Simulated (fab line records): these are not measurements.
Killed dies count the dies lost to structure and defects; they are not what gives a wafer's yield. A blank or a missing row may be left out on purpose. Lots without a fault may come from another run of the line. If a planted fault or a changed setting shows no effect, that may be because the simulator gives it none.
fab line records | flow nand-harc
record lots=13 | wafers=39 | last-day=33
route steps=1302 shown THIN_TSV@1259 END@1302
lots untouched by any fault: they come from a run of this same line in which no faults occurred
start-h: start of the lot's first displayed wafer, in hours after the record's first day | wait-h: hours from the lot's prior step to this one | " identical to the entry in the row above | L1.1+2: several wafers, shown together as one row | - no value present, or no start provided | * or withheld: withheld | < > ~ a bound
route shown NAME@n: a module of which the file shows steps, and the number in the route of the first | usual: mean/standard deviation taken from wafers without a fault | same: alike in all rows | chamber/n: place in a boat | sites: the reading at each site | _std_site: how widely they spread, as a standard deviation | _edge_site: outer sites' mean less inner sites' | radius-mm: for every site, how far away it sits from the centre of the wafer | mask NAME#n: copy n | behind: tool/chamber where the wafer was last shaped | hold: cause of the lot's hold/its duration in hours/its outcome | device: which transistor (n, p or np) failed to switch | end of line: the tests these same wafers got at the end of their route | a step without rows: its recipe alone | killed: at the first sort, the dies lost to defects and structure; wafer yield is something else | map: the dies of a wafer, with x for killed, . for not killed, _ for no die there
set.NAME: setting as actually run; set.NAME@STEP: the setting as run at that earlier step | model.NAME: the simulator's own value behind a step, which no gauge read
the route's steps for a sample of lots (tables are steps, rows are wafers)
services: a tool's chamber out of use, with start hour (start-h, from the record's first day; less than 0 if before it), hours out, and reason
## steps
# step NHARC_THIN_TSV_CD_MEAS_12
# recipe target-cd-nm=1000 | landing-energy-ev=500
# usual cd-nm=999.1/1.9
lot.wafer | tool      | chamber | start-h | wait-h | cd-nm
L429.1    | cd-sem-01 | 0       | 560.86  | -      | 999.2
L429.2    | "         | 0       | "       | "      | 998.6
L429.6    | "         | 0       | "       | "      | 997.5
L430.2    | cd-sem-01 | 0       | 561.95  | -      | 997.5
L430.3    | "         | 0       | "       | "      | 999.5
L430.4    | "         | 0       | "       | "      | 999.7
L432.2    | cd-sem-01 | 0       | 565.71  | -      | 998.9
L432.4    | "         | 0       | "       | "      | 1001.0
L432.6    | "         | 0       | "       | "      | 998.3
L431.1    | cd-sem-02 | 0       | 566.80  | -      | 999.8
L431.2    | "         | 0       | "       | "      | 998.0
L431.5    | "         | 0       | "       | "      | 999.7
L434.1    | cd-sem-02 | 0       | 593.00  | -      | 994.9
L434.2    | "         | 0       | "       | "      | 995.1
L434.5    | "         | 0       | "       | "      | 995.9
L437.1    | cd-sem-03 | 0       | 638.85  | -      | 998.4
L437.3    | "         | 0       | "       | "      | 1003.4
L437.5    | "         | 0       | "       | "      | 998.9
L439.3    | cd-sem-02 | 0       | 640.06  | -      | 1002.5
L439.5    | "         | 0       | "       | "      | 1004.4
L439.6    | "         | 0       | "       | "      | 1001.6
L441.2    | cd-sem-03 | 0       | 674.54  | -      | 999.5
L441.3    | "         | 0       | "       | "      | 1000.0
L441.6    | "         | 0       | "       | "      | 999.1
L443.4    | cd-sem-01 | 0       | 697.81  | -      | 999.2
L443.5    | "         | 0       | "       | "      | 1000.5
L443.6    | "         | 0       | "       | "      | 999.0
L445.2    | cd-sem-02 | 0       | 698.99  | -      | 996.9
L445.3    | "         | 0       | "       | "      | 997.1
L445.6    | "         | 0       | "       | "      | 996.4
L448.2    | cd-sem-01 | 0       | 729.27  | -      | 999.3
L448.3    | "         | 0       | "       | "      | 995.9
L448.5    | "         | 0       | "       | "      | 998.0
L450.1    | cd-sem-02 | 0       | 764.04  | -      | 998.7
L450.4    | "         | 0       | "       | "      | 1001.1
L450.5    | "         | 0       | "       | "      | 998.6
L451.1    | cd-sem-02 | 0       | 769.87  | -      | 1000.8
L451.3    | "         | 0       | "       | "      | 1002.0
L451.4    | "         | 0       | "       | "      | 1001.0
# step NHARC_THIN_TSV_STRIP_62
# recipe power-w=1500 | temp-c=250 | time-s=20 | chemistry=N2/H2
# usual drypump-motor-current-A=5.6/0.56 | heater-power-w=313/27
lot.wafer | tool            | chamber | start-h | wait-h | drypump-motor-current-A | heater-power-w | rf-hours-counter-h
L429.2    | plasma-asher-01 | 0       | 563.44  | -      | 4.8                     | 326            | 6
L429.1    | "               | 1       | "       | "      | 5.9                     | 330            | 6
L429.6    | "               | 1       | "       | "      | 5.8                     | 326            | -
L430.2    | plasma-asher-02 | 1       | 564.57  | -      | 6.2                     | 331            | 27
L430.4    | "               | 0       | "       | "      | 5.9                     | 254            | -
L430.3    | "               | 1       | "       | "      | 6.2                     | 323            | -
L432.2    | plasma-asher-01 | 0       | 568.31  | -      | 4.8                     | 324            | 7
L432.4    | "               | 1       | "       | "      | 5.9                     | 328            | -
L432.6    | "               | 0       | "       | "      | 4.8                     | 320            | -
L431.2    | plasma-asher-01 | 0       | 569.39  | -      | 4.8                     | 323            | 8
L431.1    | "               | 1       | "       | "      | 5.9                     | 335            | 8
L431.5    | "               | 0       | "       | "      | 4.8                     | 324            | -
L434.1    | plasma-asher-02 | 1       | 595.73  | -      | 6.2                     | 327            | 35
L434.2    | "               | 0       | "       | "      | 5.9                     | 250            | 35
L434.5    | "               | 0       | "       | "      | 5.9                     | 252            | -
L437.1    | plasma-asher-02 | 0       | 641.46  | -      | 5.9                     | 259            | 5
L437.3    | "               | 0       | "       | "      | 5.8                     | 263            | -
L437.5    | "               | 1       | "       | "      | 6.2                     | 303            | -
L439.3    | plasma-asher-01 | 1       | 642.73  | -      | 5.8                     | 334            | -
L439.5    | "               | 0       | "       | "      | 4.8                     | 316            | -
L439.6    | "               | 1       | "       | "      | 5.8                     | 336            | -
L441.2    | plasma-asher-01 | 0       | 677.55  | -      | 4.8                     | 324            | 31
L441.3    | "               | 0       | "       | "      | 4.8                     | 322            | -
L441.6    | "               | 0       | "       | "      | 4.8                     | 331            | -
L443.4    | plasma-asher-02 | 0       | 701.15  | -      | 5.9                     | 265            | -
L443.6    | "               | 1       | "       | "      | 6.2                     | 307            | -
L443.5    | "               | 0       | "       | "      | 5.9                     | 260            | -
L445.2    | plasma-asher-02 | 0       | 701.87  | -      | 5.9                     | 264            | 20
L445.3    | "               | 1       | "       | "      | 6.2                     | 311            | -
L445.6    | "               | 1       | "       | "      | 6.2                     | 311            | -
L448.2    | plasma-asher-01 | 1       | 731.86  | -      | 5.9                     | 331            | 3
L448.3    | "               | 0       | "       | "      | 4.8                     | 328            | -
L448.5    | "               | 0       | "       | "      | 4.8                     | 326            | -
L450.1    | plasma-asher-02 | 0       | 766.97  | -      | 5.9                     | 261            | 35
L450.4    | "               | 0       | "       | "      | 5.9                     | 272            | -
L450.5    | "               | 0       | "       | "      | 5.9                     | 262            | -
L451.1    | plasma-asher-01 | 1       | 772.60  | -      | 5.9                     | 326            | 11
L451.3    | "               | 1       | "       | "      | 5.9                     | 332            | -
L451.4    | "               | 0       | "       | "      | 4.8                     | 326            | -
# step NHARC_THIN_TSV_PVD_51
# recipe target-thk-a=1000 | chamber-pressure-pa=5 | material=Cu
# usual throttle-valve-pct=30.4/0.97
lot.wafer | tool           | chamber | start-h | wait-h | throttle-valve-pct
L429.1    | pvd-sputter-01 | -       | -       | -      | 29.3
L429.2    | "              | -       | "       | "      | 30.8
L429.6    | "              | -       | "       | "      | 30.1
L430.3    | pvd-sputter-01 | -       | -       | -      | 30.8
L430.2    | "              | -       | "       | "      | 29.4
L430.4    | "              | -       | "       | "      | 32.0
L432.2    | pvd-sputter-01 | -       | -       | -      | 30.1
L432.4    | "              | -       | "       | "      | 29.2
L432.6    | "              | -       | "       | "      | 32.3
L431.2    | pvd-sputter-01 | -       | -       | -      | 29.8
L431.1    | "              | -       | "       | "      | 29.3
L431.5    | "              | -       | "       | "      | 30.6
L434.1    | pvd-sputter-03 | -       | -       | -      | 28.5
L434.2    | "              | -       | "       | "      | 29.6
L434.5    | "              | -       | "       | "      | 29.6
L437.1    | pvd-sputter-03 | -       | -       | -      | 29.3
L437.3    | "              | -       | "       | "      | 29.6
L437.5    | "              | -       | "       | "      | 29.7
L439.3    | pvd-sputter-01 | -       | -       | -      | 28.6
L439.6    | "              | -       | "       | "      | 31.5
L439.5    | "              | -       | "       | "      | 30.3
L441.2    | pvd-sputter-02 | -       | -       | -      | 30.1
L441.3    | "              | -       | "       | "      | 30.7
L441.6    | "              | -       | "       | "      | 31.1
L443.4    | pvd-sputter-02 | -       | -       | -      | 31.3
L443.5    | "              | -       | "       | "      | 31.1
L443.6    | "              | -       | "       | "      | 31.2
L445.2    | pvd-sputter-01 | -       | -       | -      | 32.1
L445.3    | "              | -       | "       | "      | 30.4
L445.6    | "              | -       | "       | "      | 31.3
L448.2    | pvd-sputter-02 | -       | -       | -      | 31.1
L448.3    | "              | -       | "       | "      | 31.2
L448.5    | "              | -       | "       | "      | 31.0
L450.4    | pvd-sputter-02 | -       | -       | -      | 31.0
L450.1    | "              | -       | "       | "      | 31.0
L450.5    | "              | -       | "       | "      | 30.7
L451.4    | pvd-sputter-02 | -       | -       | -      | 30.5
L451.3    | "              | -       | "       | "      | 30.8
L451.1    | "              | -       | "       | "      | 30.8
# step NHARC_THIN_TSV_ANNEAL_58
# recipe temp-c=400 | time-s=1800
# usual spike-tc-bottom-C=425.3/2.3 | spike-tc-centre-C=401.1/1.1 | spike-tc-lower-C=400.2/1.1 | spike-tc-top-C=430/4.1 | spike-tc-upper-C=399.7/1.5 | zone-power-upper-pct=3.76/0.099
lot.wafer | tool       | chamber | start-h | wait-h | spike-tc-bottom-C | spike-tc-centre-C | spike-tc-lower-C | spike-tc-top-C | spike-tc-upper-C | zone-power-upper-pct
L429.1    | furnace-06 | 0       | 571.14  | 3.1    | 426.3             | 401.8             | 400.8            | 424            | 398.6            | 3.79
L429.2    | "          | 0       | "       | "      | 428.0             | 400.0             | 399.8            | 428            | 397.4            | 3.74
L429.6    | "          | 0       | "       | "      | 427.8             | 400.7             | 399.8            | 426            | 399.3            | 3.80
L430.2    | furnace-06 | 0       | 571.14  | 1.8    | 428.0             | 398.7             | 401.2            | 427            | 399.2            | 3.74
L430.3    | "          | 0       | "       | "      | 426.9             | 400.7             | 399.2            | 428            | 398.1            | 3.76
L430.4    | "          | 0       | "       | "      | 426.1             | 398.8             | 402.4            | 428            | 398.5            | 3.66
L431.1    | furnace-04 | 0       | 578.24  | 4.1    | 426.0             | 400.9             | 400.5            | 426            | 400.6            | 3.66
L431.2    | "          | 0       | "       | "      | 428.7             | 400.6             | 398.7            | 426            | 400.9            | 3.64
L431.5    | "          | 0       | "       | "      | 428.6             | 399.7             | 400.9            | 427            | 399.9            | 3.72
L432.2    | furnace-04 | 0       | 578.24  | 5.2    | 426.6             | 399.2             | 402.5            | 427            | 401.5            | 3.66
L432.4    | "          | 0       | "       | "      | 427.4             | 399.0             | 400.9            | 428            | 401.8            | 3.63
L432.6    | "          | 0       | "       | "      | 428.3             | 400.7             | 400.4            | 427            | 399.3            | 3.65
L434.1    | furnace-05 | 0       | 602.57  | 2.2    | 424.3             | 401.2             | 397.7            | 437            | 399.9            | 3.86
L434.2    | "          | 0       | "       | "      | 422.9             | 400.3             | 401.1            | 435            | 401.9            | 3.84
L434.5    | "          | 0       | "       | "      | 422.1             | 400.7             | 398.9            | 436            | 401.8            | 3.82
L437.1    | furnace-06 | 0       | 650.10  | 4.0    | 450.4             | 424.7             | 424.8            | 449            | 420.7            | 4.08
L437.3    | "          | 0       | "       | "      | 453.0             | 425.5             | 426.2            | 449            | 422.8            | 4.13
L437.5    | "          | 0       | "       | "      | 450.9             | 424.7             | 426.3            | 451            | 423.5            | 4.09
L439.3    | furnace-06 | 0       | 650.10  | 2.7    | 448.8             | 425.5             | 425.8            | 452            | 423.0            | 4.05
L439.5    | "          | 0       | "       | "      | 449.7             | 424.4             | 425.0            | 451            | 421.6            | 4.13
L439.6    | "          | 0       | "       | "      | 451.0             | 423.2             | 425.8            | 451            | 421.8            | 4.01
L441.2    | furnace-04 | 0       | 685.57  | 3.2    | 427.1             | 399.9             | 399.5            | 426            | 400.9            | 3.58
L441.3    | "          | 0       | "       | "      | 426.4             | 401.4             | 400.1            | 426            | 401.3            | 3.64
L441.6    | "          | 0       | "       | "      | 427.4             | 402.1             | 401.6            | 425            | 400.1            | 3.65
L443.4    | furnace-05 | 0       | 708.99  | 3.1    | 424.2             | 403.6             | 398.8            | 434            | 401.7            | 3.85
L443.5    | "          | 0       | "       | "      | 423.1             | 401.2             | 402.2            | 436            | 402.0            | 3.83
L443.6    | "          | 0       | "       | "      | 421.0             | 401.9             | 399.7            | 433            | 400.1            | 3.81
L445.2    | furnace-05 | 0       | 708.99  | 2.4    | 422.9             | 400.6             | 400.1            | 434            | 400.9            | 3.85
L445.3    | "          | 0       | "       | "      | 421.8             | 402.7             | 399.1            | 435            | 400.8            | 3.91
L445.6    | "          | 0       | "       | "      | 422.8             | 401.2             | 399.5            | 434            | 398.7            | 3.88
L448.2    | furnace-05 | 0       | 739.78  | 3.1    | 423.9             | 403.1             | 398.3            | 434            | 399.4            | 3.84
L448.3    | "          | 0       | "       | "      | 424.0             | 402.3             | 399.2            | 434            | 401.2            | 3.81
L448.5    | "          | 0       | "       | "      | 419.9             | 402.0             | 397.6            | 436            | 399.0            | 3.88
L450.1    | furnace-05 | 0       | 778.24  | 6.5    | 422.6             | 402.2             | 400.1            | 434            | 401.5            | 3.91
L450.4    | "          | 0       | "       | "      | 422.0             | 401.9             | 398.3            | 434            | 399.8            | 3.88
L450.5    | "          | 0       | "       | "      | 423.3             | 400.5             | 399.4            | 434            | 400.3            | 3.88
L451.1    | furnace-05 | 0       | 778.24  | 1.0    | 421.9             | 401.1             | 399.6            | 437            | 402.4            | 3.90
L451.3    | "          | 0       | "       | "      | 421.6             | 399.7             | 399.6            | 436            | 400.9            | 3.85
L451.4    | "          | 0       | "       | "      | 421.5             | 401.9             | 399.2            | 436            | 399.9            | 3.89
# step NHARC_END_SORT_01
# recipe temp-c=25
# usual defect-limited-yield=91.1/2.9 | killed-at-array=55/20 | killed-at-other=0.7/0.96 | killed-at-periphery=4.1/2.4 | killed-dies=60/20 | killed-open=3.3/1.9 | killed-short=2.8/1.6
# same gross-dies=677
lot.wafer | tool      | chamber | start-h | wait-h | defect-limited-yield[%] | killed-at-array | killed-at-other | killed-at-periphery | killed-dies | killed-open | killed-short
L432.2    | prober-01 | 0       | 584.33  | 2.8    | 93.6                    | 37              | 3               | 3                   | 43          | 2           | 2
L432.4    | prober-01 | 0       | 585.94  | 3.4    | 93.4                    | 44              | 0               | 1                   | 45          | 1           | 3
L432.6    | prober-01 | 0       | 587.54  | 4.0    | 93.2                    | 39              | 2               | 5                   | 46          | 5           | 2
L431.1    | prober-02 | 0       | 584.66  | 2.5    | 93.6                    | 41              | 0               | 2                   | 43          | 8           | 3
L431.2    | prober-02 | 0       | 585.46  | 2.8    | 92.6                    | 45              | 1               | 4                   | 50          | 2           | 4
L431.5    | prober-02 | 0       | 587.86  | 3.7    | 93.1                    | 46              | 0               | 1                   | 47          | 1           | 3
L434.1    | prober-01 | 0       | 607.07  | 2.5    | 87.0                    | 87              | 0               | 1                   | 88          | 1           | 3
L434.2    | prober-01 | 0       | 607.87  | 2.8    | 89.1                    | 72              | 0               | 2                   | 74          | 0           | 1
L434.5    | prober-01 | 0       | 610.26  | 3.7    | 88.2                    | 79              | 1               | 0                   | 80          | 3           | 3
L437.1    | prober-01 | 0       | 654.56  | 2.5    | 86.9                    | 86              | 1               | 2                   | 89          | 6           | 3
L437.3    | prober-01 | 0       | 656.14  | 3.1    | 85.8                    | 91              | 3               | 2                   | 96          | 9           | 2
L437.5    | prober-01 | 0       | 657.72  | 3.7    | 88.0                    | 74              | 1               | 6                   | 81          | 3           | 3
L439.3    | prober-02 | 0       | 656.20  | 3.1    | 93.4                    | 39              | 0               | 6                   | 45          | 4           | 3
L439.5    | prober-02 | 0       | 657.81  | 3.7    | 92.0                    | 49              | 0               | 5                   | 54          | 5           | 1
L439.6    | prober-02 | 0       | 658.62  | 4.0    | 91.7                    | 45              | 0               | 11                  | 56          | 3           | 2
L445.2    | prober-01 | 0       | 714.26  | 2.8    | 86.4                    | 89              | 2               | 1                   | 92          | 1           | 0
L445.3    | prober-01 | 0       | 715.06  | 3.1    | 86.9                    | 86              | 2               | 1                   | 89          | 6           | 3
L445.6    | prober-01 | 0       | 717.47  | 4.0    | 87.6                    | 82              | 0               | 2                   | 84          | 4           | 3
# killed by level:class
L432.2 A_CHANNEL_HOLE_D2:chamber-film-flake=22 A_CHANNEL_FILL_D2:chamber-film-flake=4 A_CONTACT:chamber-film-flake=4 THIN_TSV:chamber-film-flake=3 A_STAIRCASE:chamber-film-flake=2 P_GATE:geometric-particle:short=1 P_GATE:geometric-particle:open=1 A_ONON_D2:geometric-particle:short=1
L431.1 A_SLIT:chamber-film-flake=21 A_M0:geometric-particle:open=3 A_ONON_D1:geometric-particle:open=2 P_M0:chamber-film-flake=2 A_CHANNEL_HOLE_D1:chamber-film-flake=2 A_CHANNEL_HOLE_D2:chamber-film-flake=2 A_CONTACT:chamber-film-flake=2 A_CHANNEL_HOLE_D1:geometric-particle:short=1
L431.2 A_SLIT:chamber-film-flake=27 A_CHANNEL_HOLE_D2:chamber-film-flake=6 A_STAIRCASE:chamber-film-flake=3 P_STI:chamber-film-flake=2 A_CONTACT:chamber-film-flake=2 P_CONTACT:geometric-particle:short=1 A_CHANNEL_HOLE_D1:geometric-particle:short=1 A_CHANNEL_FILL_D1:geometric-particle:short=1
L432.4 A_CHANNEL_HOLE_D2:chamber-film-flake=36 A_ONON_D1:geometric-particle:short=1 A_ONON_D2:geometric-particle:short=1 A_CHANNEL_FILL_D2:geometric-particle:short=1 A_BLC:geometric-particle:open=1 P_M2:chamber-film-flake=1 A_CHANNEL_HOLE_D1:chamber-film-flake=1 A_CHANNEL_FILL_D2:chamber-film-flake=1
L432.6 A_CHANNEL_HOLE_D2:chamber-film-flake=30 P_M2:chamber-film-flake=2 THIN_TSV:chamber-film-flake=2 P_STI:geometric-particle:open=1 P_GATE:geometric-particle:open=1 P_CONTACT:geometric-particle:open=1 A_CHANNEL_FILL_D1:geometric-particle:short=1 A_CHANNEL_FILL_D1:geometric-particle:open=1
L431.5 A_SLIT:chamber-film-flake=26 A_CHANNEL_HOLE_D2:chamber-film-flake=8 A_CONTACT:chamber-film-flake=5 A_CHANNEL_HOLE_D1:chamber-film-flake=2 A_CHANNEL_HOLE_D1:geometric-particle:short=1 A_WL_FILL:geometric-particle:open=1 A_WL_FILL:geometric-particle:short=1 A_M0:geometric-particle:short=1
L434.1 A_CHANNEL_HOLE_D1:chamber-film-flake=29 A_SLIT:chamber-film-flake=29 A_CHANNEL_HOLE_D2:chamber-film-flake=14 A_CONTACT:chamber-film-flake=6 A_STAIRCASE:chamber-film-flake=4 A_CHANNEL_FILL_D1:geometric-particle:short=1 A_ONON_D2:geometric-particle:open=1 A_CHANNEL_FILL_D2:geometric-particle:short=1
L434.2 A_CHANNEL_HOLE_D1:chamber-film-flake=29 A_SLIT:chamber-film-flake=23 A_CHANNEL_HOLE_D2:chamber-film-flake=10 A_CONTACT:chamber-film-flake=6 A_CHANNEL_FILL_D2:chamber-film-flake=2 A_CHANNEL_FILL_D2:geometric-particle:short=1 P_ZERO_WELL:chamber-film-flake=1 P_GATE:chamber-film-flake=1
L434.5 A_CHANNEL_HOLE_D1:chamber-film-flake=27 A_SLIT:chamber-film-flake=21 A_CONTACT:chamber-film-flake=11 A_CHANNEL_HOLE_D2:chamber-film-flake=8 A_STAIRCASE:chamber-film-flake=3 A_CHANNEL_FILL_D1:geometric-particle:short=2 A_ONON_D2:geometric-particle:open=1 A_WL_FILL:geometric-particle:short=1
L437.1 A_CHANNEL_HOLE_D1:chamber-film-flake=29 A_SLIT:chamber-film-flake=28 A_CHANNEL_HOLE_D2:chamber-film-flake=12 A_STAIRCASE:chamber-film-flake=3 A_CHANNEL_FILL_D1:geometric-particle:open=2 A_WL_FILL:geometric-particle:short=2 A_DECK1_JOINT:chamber-film-flake=2 A_CHANNEL_FILL_D1:geometric-particle:short=1
L437.3 A_CHANNEL_HOLE_D1:chamber-film-flake=32 A_SLIT:chamber-film-flake=26 A_CHANNEL_HOLE_D2:chamber-film-flake=16 A_DECK1_JOINT:geometric-particle:open=3 THIN_TSV:chamber-film-flake=3 A_STAIRCASE:chamber-film-flake=3 P_STI:geometric-particle:short=1 A_CHANNEL_FILL_D1:geometric-particle:open=1
L439.3 A_SLIT:chamber-film-flake=22 A_CONTACT:chamber-film-flake=6 A_CHANNEL_HOLE_D2:chamber-film-flake=3 P_M2:chamber-film-flake=2 P_BONDPAD:chamber-film-flake=2 P_STI:geometric-particle:open=1 P_CONTACT:geometric-particle:open=1 A_CHANNEL_HOLE_D1:geometric-particle:short=1
L437.5 A_CHANNEL_HOLE_D1:chamber-film-flake=32 A_SLIT:chamber-film-flake=18 A_CHANNEL_HOLE_D2:chamber-film-flake=9 A_STAIRCASE:chamber-film-flake=5 A_CHANNEL_FILL_D2:chamber-film-flake=2 A_CONTACT:chamber-film-flake=2 P_CONTACT:geometric-particle:open=1 P_M0:geometric-particle:short=1
L439.5 A_SLIT:chamber-film-flake=29 A_CONTACT:chamber-film-flake=4 A_DECK1_JOINT:chamber-film-flake=3 A_CHANNEL_HOLE_D2:chamber-film-flake=3 A_CHANNEL_HOLE_D1:chamber-film-flake=2 P_GATE:geometric-particle:open=1 P_CONTACT:geometric-particle:open=1 A_CHANNEL_FILL_D1:geometric-particle:short=1
L439.6 A_SLIT:chamber-film-flake=30 P_M2:chamber-film-flake=6 A_CHANNEL_HOLE_D1:chamber-film-flake=4 A_CHANNEL_FILL_D1:geometric-particle:open=2 A_CONTACT:chamber-film-flake=2 A_DECK1_JOINT:chamber-film-flake=2 A_CHANNEL_HOLE_D2:chamber-film-flake=2 P_STI:geometric-particle:short=1
L445.2 A_SLIT:chamber-film-flake=32 A_CHANNEL_HOLE_D1:chamber-film-flake=29 A_CHANNEL_HOLE_D2:chamber-film-flake=19 A_CONTACT:chamber-film-flake=4 A_STAIRCASE:chamber-film-flake=2 A_BLC:chamber-film-flake=2 THIN_TSV:chamber-film-flake=2 A_WL_FILL:geometric-particle:open=1
L445.3 A_CHANNEL_HOLE_D1:chamber-film-flake=28 A_SLIT:chamber-film-flake=27 A_CHANNEL_HOLE_D2:chamber-film-flake=18 A_CONTACT:chamber-film-flake=3 A_BLC:geometric-particle:open=2 A_CHANNEL_HOLE_D1:geometric-particle:short=1 A_DECK1_JOINT:geometric-particle:short=1 A_ONON_D2:geometric-particle:open=1
L445.6 A_CHANNEL_HOLE_D1:chamber-film-flake=30 A_SLIT:chamber-film-flake=27 A_CHANNEL_HOLE_D2:chamber-film-flake=12 A_CONTACT:chamber-film-flake=3 A_BLC:geometric-particle:open=2 A_CHANNEL_HOLE_D1:geometric-particle:short=1 A_ONON_D2:geometric-particle:short=1 A_WL_FILL:geometric-particle:open=1
## services
tool            | chamber | start-h | hours | kind
pvd-sputter-01  | -       | 582.00  | 10.0  | pm
plasma-asher-02 | -       | 605.32  | 9.0   | pm
plasma-asher-02 | 0       | 605.32  | 9.0   | vent-cycle
plasma-asher-02 | 1       | 605.32  | 9.0   | vent-cycle
pvd-sputter-01  | -       | 606.46  | 3.1   | repair
plasma-asher-02 | 0       | 614.32  | -     | clean
plasma-asher-02 | 1       | 614.32  | -     | clean
pvd-sputter-02  | -       | 638.02  | 10.0  | pm
furnace-06      | -       | 656.22  | 26.0  | pm
pvd-sputter-02  | -       | 658.04  | 2.0   | repair
pvd-sputter-01  | -       | 667.06  | 2.0   | repair
pvd-sputter-02  | -       | 695.14  | 5.3   | repair
plasma-asher-01 | -       | 696.00  | 9.0   | pm
plasma-asher-01 | 0       | 696.00  | 9.0   | vent-cycle
plasma-asher-01 | 1       | 696.00  | 9.0   | vent-cycle
furnace-04      | -       | 698.02  | 1.5   | repair
plasma-asher-01 | 0       | 705.00  | -     | clean
plasma-asher-01 | 1       | 705.00  | -     | clean
pvd-sputter-03  | -       | 709.37  | 10.0  | pm
plasma-asher-01 | -       | 718.90  | 10.2  | repair
plasma-asher-01 | -       | 738.22  | 0.8   | repair
plasma-asher-02 | -       | 738.28  | 1.5   | repair
pvd-sputter-01  | -       | 760.00  | 10.0  | pm
furnace-04      | -       | 772.00  | 26.0  | pm
## key
first-sign step=NHARC_THIN_TSV_ANNEAL_58 | reading=spike-tc-lower-C | direction=up | sigmas=23 | usual=400.2 | struck=425.7
effect step=NHARC_THIN_TSV_ANNEAL_58 | reading=spike-tc-centre-C | direction=up | sigmas=21 | usual=401.1 | struck=424.7
met-at NHARC_THIN_TSV_ANNEAL_58
struck-lots L437,L439
not-acting-at NHARC_THIN_TSV_CD_MEAS_12,NHARC_THIN_TSV_STRIP_62,NHARC_THIN_TSV_PVD_51
onset-between 571.14 650.10
fault kind=process-parameter-drift | tool=furnace-06 | chamber=- | onset-h=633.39 | steps=NHARC_THIN_TSV_ANNEAL_58 | channel=temp-c | offset=* | shape=step | acts-in=* | stated=*
